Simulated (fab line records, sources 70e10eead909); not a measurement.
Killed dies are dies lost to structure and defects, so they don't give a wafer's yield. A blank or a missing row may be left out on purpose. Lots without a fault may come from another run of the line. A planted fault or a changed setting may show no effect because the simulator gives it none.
Chamber matching | flow nand_harc | NHARC_A_CHANNEL_FILL_D1_ALD_16 on ald_hk-01: 4 sister chambers
The step deposits SiO2, target thk 1.5 nm, pulse time 10 s, ald cycles 15. 14 wafers are shown with their chamber, then 7 later ones without.

WAFERS WITH THEIR CHAMBER
wafer  | chamber | heater_power_w (W) | precursor_pulse_height_rel
L075.4 | 0       | 628                | 1.006
L075.5 | 3       | 540                | 1.010
L075.6 | 2       | 495                | 0.982
L076.2 | 1       | 508                | 1.027
L076.3 | 2       | 487                | 0.984
L076.6 | 2       | 485                | 0.975
L077.2 | 2       | 467                | 0.935
L077.4 | 0       | 622                | 0.962
L077.5 | 1       | 534                | 1.008
L086.3 | 2       | 476                | 1.055
L086.5 | 3       | 521                | 0.997
L086.6 | 2       | 470                | 1.020
L088.2 | 2       | 460                | 1.001
L088.3 | 1       | 554                | 1.004

SIGNATURES (means of the wafers above)
reading                    | chamber 0 | chamber 1 | chamber 2 | chamber 3 | scatter within a chamber
heater_power_w             | 625.00    | 532.00    | 477.14    | 530.50    | 14.8
precursor_pulse_height_rel | 0.98400   | 1.01300   | 0.99314   | 1.00350   | 0.0314
Rule: a wafer's distance from a chamber is the root of the sum, over the readings, of the square of ((its reading less the chamber's mean) divided by the reading's scatter). The wafer belongs to the nearest chamber; if the next one is less than 2 further off, it can't be placed. The scatter: the root of (the sum of the squares of (reading less its chamber's mean) over the shown wafers, divided by (wafers less chambers)).

WAFERS WITHOUT THEIR CHAMBER
wafer  | heater_power_w (W) | precursor_pulse_height_rel
L088.6 | 527                | 0.979
L092.1 | 534                | 1.018
L092.3 | 631                | 1.004
L092.5 | 556                | 0.986
L094.1 | 616                | 1.021
L094.2 | 538                | 1.017
L094.3 | 462                | 0.959

WHICH CHAMBER EACH WENT THROUGH
wafer  | from the rows above     | in truth
L088.6 | can't be placed: 3 or 1 | 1
L092.1 | can't be placed: 1 or 3 | 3
L092.3 | 0                       | 0
L092.5 | can't be placed: 3 or 1 | 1
L094.1 | 0                       | 0
L094.2 | can't be placed: 1 or 3 | 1
L094.3 | 2                       | 2
Placed correctly: 3 of 7. Can't be placed from these rows: 4 (the true chamber is among the candidates in 4). Placed wrongly: 0.
